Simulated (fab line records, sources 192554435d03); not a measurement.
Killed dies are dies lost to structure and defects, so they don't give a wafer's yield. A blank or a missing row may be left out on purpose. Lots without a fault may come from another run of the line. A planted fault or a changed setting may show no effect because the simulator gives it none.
fab line records | flow n5_finfet
record lots=5 wafers=15 last_day=17
route steps=1938 shown BEOL_M5@1121
lots that met no fault: from a run of the same line without faults
start_h: hours from the record's first day to the start of the lot's first wafer shown | wait_h: hours since the lot's step before | " the same as in the row above | L1.1+2: a row that stands for several wafers | - no value, or no start given | * or withheld: withheld | < > ~ a bound
route shown NAME@n: a module of which the file shows steps, and the number in the route of the first | usual: mean/standard deviation of fault-free wafers | same: alike in all rows | chamber/n: place in a boat | sites: the reading at each site | _std_site: their standard deviation | _edge_site: outer sites' mean less inner sites' | radius_mm: how far each site lies from the wafer's centre | mask NAME#n: copy n | behind: the tool/chamber that last shaped the wafer | hold: why the lot was held/for how many hours/how that ended | device: the transistor (n, p or np) that didn't switch | end of line: the same wafers' tests at the end of the route | a step without rows: its recipe alone | killed: dies lost to structure and defects at the first sort, not the wafer's yield | map: a wafer's dies, x killed, . not, _ none there
set.NAME: the setting as run; set.NAME@STEP: as run at that earlier step | model.NAME: the simulator's own value behind a step, which no gauge read
lots at some steps of the route; a table a step, a row a wafer
services: from which hour (start_h, from the record's first day; less than 0 if before it) a tool's chamber was out of use, for how many hours, and why
## steps
# step N5_BEOL_M5_EBR_07
# recipe solvent=PGMEA ebr_width_mm=1.5
# columns lot.wafer tool chamber start_h wait_h
L085.1+2+5 litho_track-03 0 - -
L087.1+4+5 litho_track-03 0 - -
L088.1+2+3 litho_track-04 0 - -
L094.3+4+5 litho_track-02 0 - -
L095.1+4+6 litho_track-03 0 - -
# step N5_BEOL_M5_SOFTBAKE_06
# recipe temp_c=110 time_s=60 resist=CAR-EUV
# columns lot.wafer tool chamber start_h wait_h
L085.1+2+5 litho_track-03 0 - -
L087.1+4+5 litho_track-03 0 - -
L088.1+2+3 litho_track-04 0 - -
L094.3+4+5 litho_track-02 0 - -
L095.1+4+6 litho_track-03 0 - -
# step N5_BEOL_M5_EXPOSE_08
# recipe mask_id=M5 na=0.33 source_shape=annular sigma_inner=0.4 sigma_outer=0.8 polarization=unpolarized target_cd_nm=28 dose_mj=35.75
# columns lot.wafer tool chamber start_h wait_h mask
L085.1+2+5 euv_scanner-02 0 242.54 - M5#0
L087.1+4+5 euv_scanner-02 0 252.16 - M5#0
L088.1+2+3 euv_scanner-01 0 255.63 - M5#0
L094.3+4+5 euv_scanner-02 0 295.70 - M5#0
L095.1+4+6 euv_scanner-01 0 297.92 - M5#0
# step N5_BEOL_M5_PEB_09
# recipe peb_temp_c=100 peb_time_s=60 resist=CAR-EUV
# columns lot.wafer tool chamber start_h wait_h
L085.1+2+5 litho_track-04 0 242.60 0.1
L087.1+4+5 litho_track-04 0 252.22 0.1
L088.1+2+3 litho_track-03 0 255.69 0.1
L094.3+4+5 litho_track-02 0 295.75 0.0
L095.1+4+6 litho_track-02 0 297.98 0.1
# step N5_BEOL_M5_DEVELOP_10
# recipe develop_time_s=30 developer=TMAH resist=CAR-EUV rinse_liquid=surfactant_rinse dry=air_spin dev_temp_c=23
# usual developer_temp_C=22.98/0.12
# columns lot.wafer tool chamber start_h wait_h developer_temp_C
L085.1 litho_track-04 0 - - 23.03
L085.2 " 0 " " 23.02
L085.5 " 0 " " 23.11
L087.1 litho_track-04 0 - - 22.89
L087.4 " 0 " " 22.93
L087.5 " 0 " " 22.90
L088.1 litho_track-03 0 - - 22.74
L088.2 " 0 " " 22.96
L088.3 " 0 " " 22.75
L094.3 litho_track-02 0 - - 23.16
L094.4 " 0 " " 23.02
L094.5 " 0 " " 23.10
L095.1 litho_track-02 0 - - 23.15
L095.4 " 0 " " 23.12
L095.6 " 0 " " 22.92
# step N5_BEOL_M5_CD_MEAS_11
# recipe target_cd_nm=27.74 landing_energy_ev=500 detector=se_inlens
# usual cd_nm=28.14/0.26
# columns lot.wafer tool chamber start_h wait_h cd_nm
L085.1 cd_sem-03 0 242.67 - 28.44
L085.2 " 0 " " 27.97
L085.5 " 0 " " 27.64
L087.1 cd_sem-01 0 252.29 - 27.98
L087.4 " 0 " " 27.71
L087.5 " 0 " " 28.01
L088.1 cd_sem-03 0 255.76 - 28.34
L088.2 " 0 " " 28.42
L088.3 " 0 " " 27.95
L094.3 cd_sem-03 0 295.82 - 28.30
L094.4 " 0 " " 28.20
L094.5 " 0 " " 28.10
L095.1 cd_sem-02 0 298.05 - 28.10
L095.4 " 0 " " 28.30
L095.6 " 0 " " 28.45
# step N5_BEOL_M5_OVL_MEAS_12
# recipe points_per_wafer=522
# usual M5_OVL=0.0/0.82
# columns lot.wafer tool chamber start_h wait_h M5_OVL[nm]
L085.1 overlay-01 0 242.70 0.0 -0.3
L085.2 " 0 " " -0.2
L085.5 " 0 " " -0.7
L087.1 overlay-02 0 252.32 0.0 -0.6
L087.4 " 0 " " -1.6
L087.5 " 0 " " -0.6
L088.1 overlay-02 0 255.79 0.0 0.4
L088.2 " 0 " " 1.4
L088.3 " 0 " " 1.0
L094.3 overlay-02 0 295.86 0.0 0.8
L094.4 " 0 " " 0.6
L094.5 " 0 " " 0.1
L095.1 overlay-01 0 298.08 0.0 0.4
L095.4 " 0 " " -1.1
L095.6 " 0 " " 1.6
# step N5_BEOL_M5_INSPECT_13
# recipe mode=adi inspect_instrument=brightfield
# usual raw_defect_count=479/110
# columns lot.wafer tool chamber start_h wait_h raw_defect_count
L085.1 defect_inspect-02 - 242.76 0.1 635
L085.2 " - " " 630
L085.5 " - " " 615
L087.1 defect_inspect-02 - 252.38 0.1 522
L087.4 " - " " 415
L087.5 " - " " 381
L088.1 defect_inspect-01 - 255.85 0.1 440
L088.2 " - " " 716
L088.3 " - " " 637
L094.3 defect_inspect-01 - 295.91 0.0 522
L094.4 " - " " 298
L094.5 " - " " 494
L095.1 defect_inspect-02 - 298.14 0.1 408
L095.4 " - " " 319
L095.6 " - " " 345
# step N5_BEOL_M5_DESCUM_16
# recipe chemistry=O2 time_s=7 source_power_w=50 bias_power_w=20 pressure_mtorr=20 rf_frequency_hz=2.712e+07 temp_c=40 resist=CAR-EUV o2_flow_sccm=225
# usual drypump_motor_current_A=5.83/0.26 o2_flow_sccm=225.0/0.72 oes_product_au=0.78/0.093 rf_vpp_V=243.3/1.3 showerhead_plenum_p_Torr=2.11/0.062 throttle_valve_pct=20.54/0.23
# columns lot.wafer tool chamber start_h wait_h drypump_motor_current_A o2_flow_sccm oes_product_au rf_hours_counter_h rf_vpp_V showerhead_plenum_p_Torr throttle_valve_pct
L085.1 rie_diel-04 2 242.86 0.1 5.82 225.9 0.88 47 241.2 2.04 19.81
L085.2 " 3 " " 5.45 224.7 0.71 231 243.2 2.07 20.72
L085.5 " 1 " " 6.24 225.0 0.91 - 243.9 2.23 20.58
L087.1 rie_diel-04 2 252.58 0.2 5.84 223.3 0.87 49 244.0 2.04 19.79
L087.4 " 1 " " 6.23 224.8 0.91 39 245.4 2.23 20.58
L087.5 " 0 " " 5.82 224.3 0.75 - 244.7 2.17 20.79
L088.1 rie_diel-04 2 256.11 0.3 5.79 225.7 0.88 50 242.1 2.04 19.80
L088.2 " 0 " " 5.83 223.9 0.74 173 244.9 2.17 20.80
L088.3 " 1 " " 6.24 224.1 0.90 41 245.0 2.23 20.61
L094.3 rie_diel-06 3 295.94 0.0 6.13 225.8 0.76 122 242.1 2.02 20.64
L094.4 " 0 " " 5.82 224.6 0.91 16 243.5 2.14 20.49
L094.5 " 1 " " 5.96 225.0 0.92 - 245.3 2.15 20.17
L095.1 rie_diel-02 1 298.63 0.5 5.89 225.1 0.67 253 242.7 2.05 20.81
L095.4 " 2 " " 5.31 225.3 0.74 - 241.3 2.01 20.38
L095.6 " 0 " " 6.08 224.8 0.73 - 242.1 2.08 20.77
# step N5_BEOL_M5_ETCH_72
# recipe chemistry=N2/H2 target=underlayer target_depth_a=65 mask_material=CAR-EUV time_s=5.2 ion_energy_ev=200 pressure_mtorr=30 source_w=840 bias_w=150 n2_flow_sccm=200 h2_flow_sccm=200 ends=cleared
# usual drypump_motor_current_A=5.84/0.26 etch_rf_on_time_s=5.21/0.092 h2_flow_sccm=200.0/0.59 oes_product_au=0.66/0.076 rf_vpp_V=524.3/2.5 showerhead_plenum_p_Torr=2.56/0.077 throttle_valve_pct=17.94/0.24
# columns lot.wafer tool chamber start_h wait_h drypump_motor_current_A etch_rf_on_time_s h2_flow_sccm oes_product_au rf_hours_counter_h rf_vpp_V showerhead_plenum_p_Torr throttle_valve_pct
L085.1 rie_diel-04 2 242.89 0.0 5.85 5.09 200.6 0.75 47 522.5 2.48 17.24
L085.2 " 3 " " 5.46 5.15 199.8 0.62 231 523.9 2.51 18.25
L085.5 " 1 " " 6.26 5.07 199.6 0.78 - 528.0 2.70 17.97
L087.1 rie_diel-04 2 252.62 0.0 5.83 5.06 199.5 0.75 49 523.0 2.48 17.22
L087.4 " 1 " " 6.24 5.08 200.4 0.78 39 528.2 2.70 17.95
L087.5 " 0 " " 5.82 5.17 199.8 0.65 - 525.3 2.65 18.27
L088.1 rie_diel-04 2 256.15 0.0 5.84 5.07 199.8 0.74 50 524.1 2.48 17.24
L088.2 " 0 " " 5.87 5.17 199.5 0.65 173 524.4 2.64 18.26
L088.3 " 1 " " 6.27 5.15 200.3 0.77 41 527.0 2.70 17.94
L094.3 rie_diel-06 3 295.98 0.0 6.13 5.31 201.2 0.65 122 520.6 2.44 18.00
L094.4 " 0 " " 5.83 5.22 199.3 0.77 16 525.6 2.59 17.74
L094.5 " 1 " " 5.98 5.11 199.6 0.78 - 525.8 2.60 17.48
L095.1 rie_diel-02 1 298.67 0.0 5.89 5.18 199.4 0.58 253 523.3 2.49 18.22
L095.4 " 2 " " 5.33 5.16 198.5 0.64 - 521.1 2.44 17.82
L095.6 " 0 " " 6.12 5.28 199.5 0.62 - 523.2 2.52 18.15
# step N5_BEOL_M5_ETCH_61
# recipe chemistry=CF4 target=SiARC target_depth_a=156 mask_material=CAR-EUV time_s=26 ion_energy_ev=80 pressure_mtorr=40 source_w=545 bias_w=36 Ar_flow_sccm=100 cf4_flow_sccm=100 ends=cleared
# usual drypump_motor_current_A=5.83/0.26 etch_rf_on_time_s=26.0/0.5 oes_product_au=0.66/0.078 rf_vpp_V=184.1/1.1 showerhead_plenum_p_Torr=2.15/0.062 throttle_valve_pct=15.72/0.26
# columns lot.wafer tool chamber start_h wait_h drypump_motor_current_A etch_rf_on_time_s oes_product_au rf_hours_counter_h rf_vpp_V showerhead_plenum_p_Torr throttle_valve_pct
L085.1 rie_diel-04 2 242.91 0.0 5.81 24.8 0.76 47 182.1 2.09 14.98
L085.2 " 3 " " 5.47 25.7 0.62 231 183.0 2.11 15.88
L085.5 " 1 " " 6.25 25.0 0.78 - 186.0 2.26 15.63
L087.1 rie_diel-04 2 252.63 0.0 5.81 25.4 0.75 49 183.5 2.09 15.00
L087.4 " 1 " " 6.27 25.2 0.78 39 185.3 2.26 15.64
L087.5 " 0 " " 5.85 25.9 0.65 - 184.5 2.22 16.00
L088.1 rie_diel-04 2 256.16 0.0 5.81 25.4 0.75 50 183.8 2.09 15.00
L088.2 " 0 " " 5.83 26.1 0.64 173 185.4 2.22 16.02
L088.3 " 1 " " 6.25 25.6 0.77 41 185.7 2.26 15.64
L094.3 rie_diel-06 3 295.99 0.0 6.12 26.3 0.65 122 181.9 2.07 15.78
L094.4 " 0 " " 5.87 25.7 0.77 16 183.6 2.19 15.62
L094.5 " 1 " " 5.95 24.9 0.79 - 185.5 2.18 15.27
L095.1 rie_diel-02 1 298.68 0.0 5.90 26.0 0.59 253 183.8 2.10 16.04
L095.4 " 2 " " 5.31 26.1 0.63 - 183.9 2.05 15.52
L095.6 " 0 " " 6.08 26.6 0.61 - 183.4 2.13 15.91
# step N5_BEOL_M5_ETCH_62
# recipe chemistry=N2/H2 target=SOC target_depth_a=750 overetch_a=150 mask_material=SiARC temp_c=40 time_s=112.5 ion_energy_ev=200 pressure_mtorr=30 source_w=840 bias_w=150 n2_flow_sccm=200 h2_flow_sccm=200
# usual drypump_motor_current_A=5.84/0.26 h2_flow_sccm=199.9/0.57 oes_product_au=0.61/0.068 rf_vpp_V=524.2/2.3 showerhead_plenum_p_Torr=2.56/0.077 throttle_valve_pct=17.90/0.24
# columns lot.wafer tool chamber start_h wait_h drypump_motor_current_A h2_flow_sccm oes_product_au rf_hours_counter_h rf_vpp_V showerhead_plenum_p_Torr throttle_valve_pct
L085.1 rie_diel-04 2 242.94 0.0 5.78 199.8 0.68 47 523.2 2.49 17.17
L085.2 " 3 " " 5.46 199.8 0.57 231 522.5 2.51 18.18
L085.5 " 1 " " 6.24 200.4 0.70 - 527.3 2.70 17.90
L087.1 rie_diel-04 2 252.66 0.0 5.86 200.0 0.68 49 522.2 2.48 17.20
L087.4 " 1 " " 6.28 199.7 0.70 39 528.3 2.70 17.92
L087.5 " 0 " " 5.85 199.4 0.59 - 526.8 2.65 18.21
L088.1 rie_diel-04 2 256.19 0.0 5.81 200.6 0.68 50 521.4 2.48 17.20
L088.2 " 0 " " 5.84 199.0 0.59 173 526.5 2.65 18.22
L088.3 " 1 " " 6.23 199.2 0.71 41 527.9 2.70 17.92
L094.3 rie_diel-06 3 296.02 0.0 6.16 200.0 0.61 122 520.3 2.44 17.99
L094.4 " 0 " " 5.83 199.9 0.72 16 525.9 2.59 17.72
L094.5 " 1 " " 5.94 200.1 0.71 - 523.7 2.60 17.44
L095.1 rie_diel-02 1 298.71 0.0 5.90 199.2 0.54 253 523.3 2.49 18.17
L095.4 " 2 " " 5.31 199.0 0.58 - 520.5 2.43 17.79
L095.6 " 0 " " 6.09 200.5 0.58 - 525.2 2.52 18.12
# step N5_BEOL_M5_STRIP_63
# recipe chemistry=N2/H2 temp_c=40 n2_flow_sccm=200 h2_flow_sccm=200 rf_frequency_hz=6e+07
# columns lot.wafer tool chamber start_h wait_h
L085.1+2+5 rie_diel-04 2,3,1 243.04 0.1
L087.1+4+5 rie_diel-04 2,1,0 252.77 0.1
L088.1+2+3 rie_diel-04 2,0,1 256.30 0.1
L094.3+4+5 rie_diel-06 3,0,1 296.13 0.1
L095.1+4+6 rie_diel-02 1,2,0 298.82 0.1
# step N5_BEOL_M5_STRIP_73
# recipe chemistry=N2/H2 temp_c=40 n2_flow_sccm=200 h2_flow_sccm=200 rf_frequency_hz=6e+07
# columns lot.wafer tool chamber start_h wait_h
L085.1+2+5 rie_diel-04 2,3,1 243.05 0.0
L087.1+4+5 rie_diel-04 2,1,0 252.78 0.0
L088.1+2+3 rie_diel-04 2,0,1 256.31 0.0
L094.3+4+5 rie_diel-06 3,0,1 296.14 0.0
L095.1+4+6 rie_diel-02 1,2,0 298.83 0.0
# step N5_BEOL_M5_STRIP_64
# recipe chemistry=CF4 resist=SiARC power_w=300 bias_power_w=75 pressure_mtorr=50 cf4_flow_sccm=150 rf_frequency_hz=6e+07
# usual drypump_motor_current_A=5.83/0.26 oes_product_au=0.77/0.085 rf_vpp_V=271.4/1.4 showerhead_plenum_p_Torr=1.80/0.052 throttle_valve_pct=13.70/0.27
# columns lot.wafer tool chamber start_h wait_h drypump_motor_current_A oes_product_au rf_hours_counter_h rf_vpp_V showerhead_plenum_p_Torr throttle_valve_pct
L085.1 rie_diel-04 2 243.06 0.0 5.82 0.85 47 270.1 1.75 12.98
L085.2 " 3 " " 5.45 0.70 231 271.0 1.77 13.87
L085.5 " 1 " " 6.26 0.89 - 272.3 1.89 13.55
L087.1 rie_diel-04 2 252.79 0.0 5.82 0.85 49 269.1 1.75 12.98
L087.4 " 1 " " 6.27 0.87 39 274.6 1.89 13.54
L087.5 " 0 " " 5.83 0.74 - 273.7 1.86 14.00
L088.1 rie_diel-04 2 256.32 0.0 5.77 0.85 50 271.6 1.75 13.00
L088.2 " 0 " " 5.84 0.74 173 274.2 1.86 14.00
L088.3 " 1 " " 6.25 0.88 41 273.1 1.89 13.55
L094.3 rie_diel-06 3 296.15 0.0 6.14 0.76 122 270.6 1.74 13.75
L094.4 " 0 " " 5.83 0.90 16 270.8 1.83 13.57
L094.5 " 1 " " 5.94 0.89 - 272.4 1.83 13.22
L095.1 rie_diel-02 1 298.84 0.0 5.88 0.68 253 270.4 1.76 14.05
L095.4 " 2 " " 5.34 0.74 - 269.3 1.72 13.53
L095.6 " 0 " " 6.07 0.72 - 271.2 1.78 13.89
# step N5_BEOL_M5_HM_OPEN_17
# recipe chemistry=Cl2/BCl3 target_depth_a=200 overetch_a=60 target=TiN mask_material=SOC ion_energy_ev=150 pressure_mtorr=10 icp_w=1000 bias_w=126 Cl2_flow_sccm=53.25 bcl3_flow_sccm=21.75 Ar_flow_sccm=25
# usual drypump_motor_current_A=5.8/0.41 oes_product_au=0.66/0.061 throttle_valve_pct=22.03/0.1
# columns lot.wafer tool chamber start_h wait_h drypump_motor_current_A oes_product_au rf_hours_counter_h throttle_valve_pct
L085.1 rie_metal-01 1 243.10 0.0 5.8 0.63 66 21.93
L085.2 " 0 " " 6.6 0.69 28 22.07
L085.5 " 1 " " 5.8 0.63 - 21.94
L087.1 rie_metal-02 1 252.83 0.0 5.5 0.61 71 22.15
L087.4 " 1 " " 5.5 0.60 - 22.16
L087.5 " 1 " " 5.4 0.61 - 22.16
L088.1 rie_metal-02 1 256.36 0.0 5.5 0.60 72 22.18
L088.2 " 0 " " 5.9 0.72 18 21.89
L088.3 " 1 " " 5.5 0.59 - 22.19
L094.3 rie_metal-03 0 296.22 0.1 5.2 0.69 - 22.06
L094.4 " 1 " " 5.6 0.57 - 22.07
L094.5 " 0 " " 5.2 0.70 - 22.07
L095.1 rie_metal-01 1 298.88 0.0 5.8 0.61 72 21.96
L095.4 " 0 " " 6.6 0.67 - 22.10
L095.6 " 1 " " 5.8 0.61 - 21.98
# step N5_BEOL_M5_STRIP_19
# recipe chemistry=O2 power_w=400 temp_c=40 pressure_mtorr=30 rf_frequency_hz=6e+07 bias_power_w=0 overash_fraction=0.2 o2_flow_sccm=225
# usual drypump_motor_current_A=5.85/0.25 o2_flow_sccm=225.0/0.68 oes_product_au=0.78/0.093 rf_vpp_V=3.7/0.54 showerhead_plenum_p_Torr=2.11/0.06 throttle_valve_pct=16.78/0.23
# same overash_fraction=0.2
# columns lot.wafer tool chamber start_h wait_h drypump_motor_current_A o2_flow_sccm oes_product_au rf_hours_counter_h rf_vpp_V showerhead_plenum_p_Torr throttle_valve_pct
L085.1 rie_diel-02 1 243.45 0.3 5.88 225.0 0.69 229 3.8 2.06 17.04
L085.2 " 0 " " 6.07 224.5 0.74 179 4.3 2.09 16.94
L085.5 " 1 " " 5.88 224.6 0.68 - 3.3 2.06 17.05
L087.1 rie_diel-02 0 252.94 0.1 6.09 225.4 0.74 182 3.4 2.09 16.94
L087.4 " 1 " " 5.89 225.1 0.70 232 4.3 2.06 17.05
L087.5 " 2 " " 5.34 225.2 0.76 - 2.9 2.02 16.61
L088.1 rie_diel-06 0 256.62 0.2 5.84 224.0 0.97 2 3.6 2.15 16.66
L088.2 " 3 " " 6.12 224.7 0.78 108 4.3 2.03 16.82
L088.3 " 2 " " 5.78 225.1 0.70 205 3.5 2.16 16.82
L094.3 rie_diel-06 2 296.34 0.1 5.76 225.3 0.70 222 3.1 2.15 16.85
L094.4 " 0 " " 5.84 224.7 0.91 16 3.6 2.14 16.69
L094.5 " 3 " " 6.17 224.5 0.77 - 3.1 2.02 16.86
L095.1 rie_diel-06 3 299.07 0.2 6.14 225.7 0.77 124 3.3 2.02 16.85
L095.4 " 0 " " 5.83 225.2 0.91 18 4.0 2.14 16.69
L095.6 " 3 " " 6.16 225.9 0.78 - 3.0 2.02 16.86
# step N5_BEOL_M5_CD_MEAS_18
# recipe pitch_nm=56 target_cd_nm=28
# usual cd_nm=28.12/0.26
# columns lot.wafer tool chamber start_h wait_h cd_nm
L085.1 cd_sem-03 - 243.52 0.0 28.34
L085.2 " - " " 28.24
L085.5 " - " " 27.94
L087.1 cd_sem-02 - 253.01 0.0 28.11
L087.4 " - " " 27.91
L087.5 " - " " 28.30
L088.1 cd_sem-01 - 256.69 0.0 27.74
L088.2 " - " " 28.05
L088.3 " - " " 28.14
L094.3 cd_sem-03 - 296.42 0.1 28.41
L094.4 " - " " 28.22
L094.5 " - " " 28.16
L095.1 cd_sem-02 - 299.14 0.0 27.55
L095.4 " - " " 28.23
L095.6 " - " " 28.22
# step N5_BEOL_M5_COAT_65
# recipe resist=SOC temp_c=250 time_s=60 spin_rpm=1500 resist_thk_nm=60
# columns lot.wafer tool chamber start_h wait_h
L085.1+2+5 litho_track-02 0 243.60 0.1
L087.1+4+5 litho_track-02 0 253.93 0.9
L088.1+2+3 litho_track-03 0 258.00 1.3
L094.3+4+5 litho_track-02 0 297.28 0.9
L095.1+4+6 litho_track-04 0 299.21 0.1
# step N5_BEOL_M5_COAT_66
# recipe resist=SiARC temp_c=220 time_s=60 spin_rpm=1500 resist_thk_nm=12
# columns lot.wafer tool chamber start_h wait_h
L085.1+2+5 litho_track-02 0 - -
L087.1+4+5 litho_track-02 0 - -
L088.1+2+3 litho_track-03 0 - -
L094.3+4+5 litho_track-02 0 - -
L095.1+4+6 litho_track-04 0 - -
# step N5_BEOL_M5_COAT_74
# recipe resist=underlayer temp_c=205 time_s=60 spin_rpm=1500 resist_thk_nm=5
# columns lot.wafer tool chamber start_h wait_h
L085.1+2+5 litho_track-02 0 - -
L087.1+4+5 litho_track-02 0 - -
L088.1+2+3 litho_track-03 0 - -
L094.3+4+5 litho_track-02 0 - -
L095.1+4+6 litho_track-04 0 - -
# step N5_BEOL_M5_COAT_22
# recipe resist=CAR-EUV spin_rpm=1500 resist_thk_nm=30
# columns lot.wafer tool chamber start_h wait_h
L085.1+2+5 litho_track-02 0 - -
L087.1+4+5 litho_track-02 0 - -
L088.1+2+3 litho_track-03 0 - -
L094.3+4+5 litho_track-02 0 - -
L095.1+4+6 litho_track-04 0 - -
# step N5_BEOL_M5_EBR_24
# recipe solvent=PGMEA ebr_width_mm=1.5
# columns lot.wafer tool chamber start_h wait_h
L085.1+2+5 litho_track-02 0 - -
L087.1+4+5 litho_track-02 0 - -
L088.1+2+3 litho_track-03 0 - -
L094.3+4+5 litho_track-02 0 - -
L095.1+4+6 litho_track-04 0 - -
# step N5_BEOL_M5_SOFTBAKE_23
# recipe temp_c=110 time_s=60 resist=CAR-EUV
# columns lot.wafer tool chamber start_h wait_h
L085.1+2+5 litho_track-02 0 - -
L087.1+4+5 litho_track-02 0 - -
L088.1+2+3 litho_track-03 0 - -
L094.3+4+5 litho_track-02 0 - -
L095.1+4+6 litho_track-04 0 - -
# step N5_BEOL_M5_EXPOSE_25
# recipe mask_id=V4 na=0.33 source_shape=quasar sigma_inner=0.2 sigma_outer=0.6 polarization=unpolarized defocus_nm=10 dose_mj=52.75
# columns lot.wafer tool chamber start_h wait_h mask
L085.1+2+5 euv_scanner-02 0 243.74 - V4#0
L087.1+4+5 euv_scanner-02 0 254.06 - V4#0
L088.1+2+3 euv_scanner-01 0 258.27 - V4#0
L094.3+4+5 euv_scanner-01 0 297.44 - V4#0
L095.1+4+6 euv_scanner-01 0 299.35 - V4#0
# step N5_BEOL_M5_PEB_26
# recipe peb_temp_c=100 peb_time_s=60 resist=CAR-EUV
# columns lot.wafer tool chamber start_h wait_h
L085.1+2+5 litho_track-04 0 243.81 0.1
L087.1+4+5 litho_track-04 0 254.14 0.1
L088.1+2+3 litho_track-04 0 258.34 0.1
L094.3+4+5 litho_track-03 0 297.50 0.0
L095.1+4+6 litho_track-03 0 299.42 0.1
# step N5_BEOL_M5_DEVELOP_27
# recipe develop_time_s=30 developer=TMAH resist=CAR-EUV rinse_liquid=surfactant_rinse dry=air_spin dev_temp_c=23
# usual developer_temp_C=23.00/0.12
# columns lot.wafer tool chamber start_h wait_h developer_temp_C
L085.1 litho_track-04 0 - - 23.17
L085.2 " 0 " " 23.10
L085.5 " 0 " " 23.14
L087.1 litho_track-04 0 - - 22.92
L087.4 " 0 " " 23.10
L087.5 " 0 " " 23.14
L088.1 litho_track-04 0 - - 23.08
L088.2 " 0 " " 23.01
L088.3 " 0 " " 23.02
L094.3 litho_track-03 0 - - 23.04
L094.4 " 0 " " 23.18
L094.5 " 0 " " 23.13
L095.1 litho_track-03 0 - - 22.97
L095.4 " 0 " " 22.91
L095.6 " 0 " " 22.84
# step N5_BEOL_M5_CD_MEAS_28
# recipe target_cd_nm=30.6 landing_energy_ev=500 detector=se_inlens target_cd_y_nm=20 polarity=opening
# usual cd_nm=30.66/0.26
# columns lot.wafer tool chamber start_h wait_h cd_nm
L085.1 cd_sem-03 0 243.88 - 30.64
L085.2 " 0 " " 30.74
L085.5 " 0 " " 30.53
L087.1 cd_sem-03 0 254.21 - 30.37
L087.4 " 0 " " 30.75
L087.5 " 0 " " 30.96
L088.1 cd_sem-01 0 258.41 - 30.81
L088.2 " 0 " " 30.58
L088.3 " 0 " " 30.70
L094.3 cd_sem-02 0 297.57 - 30.03
L094.4 " 0 " " 30.47
L094.5 " 0 " " 30.43
L095.1 cd_sem-01 0 299.49 - 30.77
L095.4 " 0 " " 30.31
L095.6 " 0 " " 30.22
# step N5_BEOL_M5_OVL_MEAS_29
# recipe points_per_wafer=522
# usual V4_OVL=0.2/0.67
# columns lot.wafer tool chamber start_h wait_h V4_OVL[nm]
L085.1 overlay-02 0 243.91 0.0 -0.6
L085.2 " 0 " " -0.1
L085.5 " 0 " " -0.7
L087.1 overlay-01 0 254.26 0.1 0.0
L087.4 " 0 " " -0.7
L087.5 " 0 " " -0.3
L088.1 overlay-01 0 258.44 0.0 -0.6
L088.2 " 0 " " -0.4
L088.3 " 0 " " 0.6
L094.3 overlay-02 0 297.61 0.0 0.6
L094.4 " 0 " " 1.2
L094.5 " 0 " " 0.4
L095.1 overlay-01 0 299.52 0.0 0.3
L095.4 " 0 " " -1.4
L095.6 " 0 " " -1.5
# step N5_BEOL_M5_INSPECT_30
# recipe mode=adi inspect_instrument=brightfield
# usual raw_defect_count=485/110
# columns lot.wafer tool chamber start_h wait_h raw_defect_count
L085.1 defect_inspect-01 - 243.96 0.1 637
L085.2 " - " " 597
L085.5 " - " " 608
L087.1 defect_inspect-02 - 254.32 0.1 544
L087.4 " - " " 428
L087.5 " - " " 391
L088.1 defect_inspect-02 - 258.50 0.1 452
L088.2 " - " " 746
L088.3 " - " " 632
L094.3 defect_inspect-02 - 297.66 0.1 548
L094.4 " - " " 311
L094.5 " - " " 514
L095.1 defect_inspect-01 - 299.58 0.1 408
L095.4 " - " " 344
L095.6 " - " " 345
# step N5_BEOL_M5_DESCUM_33
# recipe chemistry=O2 time_s=7 source_power_w=50 bias_power_w=20 pressure_mtorr=20 rf_frequency_hz=2.712e+07 temp_c=40 resist=CAR-EUV o2_flow_sccm=225
# usual drypump_motor_current_A=5.86/0.26 o2_flow_sccm=225.0/0.72 oes_product_au=0.78/0.091 rf_vpp_V=243.4/1.4 showerhead_plenum_p_Torr=2.11/0.068 throttle_valve_pct=20.55/0.27
# columns lot.wafer tool chamber start_h wait_h drypump_motor_current_A o2_flow_sccm oes_product_au rf_hours_counter_h rf_vpp_V showerhead_plenum_p_Torr throttle_valve_pct
L085.1 rie_diel-06 1 244.00 0.0 5.95 225.7 0.99 2 243.4 2.16 20.13
L085.2 " 3 " " 6.15 224.7 0.79 104 240.9 2.02 20.59
L085.5 " 2 " " 5.76 224.8 0.72 - 244.8 2.16 20.55
L087.1 rie_diel-06 0 254.67 0.3 5.85 225.4 0.97 1 243.3 2.14 20.46
L087.4 " 2 " " 5.78 224.8 0.72 204 244.2 2.16 20.54
L087.5 " 3 " " 6.14 224.8 0.79 - 241.0 2.02 20.61
L088.1 rie_diel-04 0 258.53 0.0 5.84 225.2 0.75 174 245.5 2.17 20.80
L088.2 " 2 " " 5.80 224.9 0.87 51 243.4 2.04 19.82
L088.3 " 1 " " 6.26 223.9 0.90 42 244.5 2.23 20.60
L094.3 rie_diel-02 0 297.70 0.0 6.09 224.3 0.72 201 242.3 2.08 20.76
L094.4 " 0 " " 6.09 225.1 0.72 - 241.8 2.08 20.75
L094.5 " 1 " " 5.90 225.4 0.68 - 243.3 2.05 20.81
L095.1 rie_diel-04 1 299.65 0.1 6.26 224.7 0.89 46 245.8 2.23 20.61
L095.4 " 3 " " 5.44 224.1 0.71 237 242.3 2.07 20.73
L095.6 " 1 " " 6.26 224.9 0.91 - 245.0 2.23 20.60
## services
# columns tool chamber start_h hours kind
rie_diel-02 3 220.00 - clean
rie_diel-02 3 220.00 - consumable_replace:focus_ring
rie_diel-02 3 220.00 18.5 scheduled_down
rie_diel-02 3 220.00 18.5 vent_cycle
rie_diel-06 1 227.30 - clean
rie_diel-06 1 227.30 - consumable_replace:focus_ring
rie_diel-06 1 227.30 12.9 scheduled_down
rie_diel-06 1 227.30 12.9 vent_cycle
euv_scanner-02 - 230.56 4.6 pm
euv_scanner-01 - 238.03 5.8 pm
rie_diel-02 3 240.04 7.0 repair
rie_diel-06 0 240.32 - clean
rie_diel-06 0 240.32 - consumable_replace:focus_ring
rie_diel-06 0 240.32 11.9 scheduled_down
rie_diel-06 0 240.32 11.9 vent_cycle
rie_metal-01 - 241.19 1.0 repair
euv_scanner-01 - 244.74 4.6 pm
rie_diel-04 3 256.08 4.6 repair
rie_metal-03 - 259.33 0.2 repair
euv_scanner-01 - 269.20 1.0 pm
rie_diel-04 - 270.47 28.1 pm
euv_scanner-02 - 285.31 5.8 pm
rie_diel-02 3 286.50 12.4 repair
rie_diel-02 1 298.96 - clean
## key
fault none
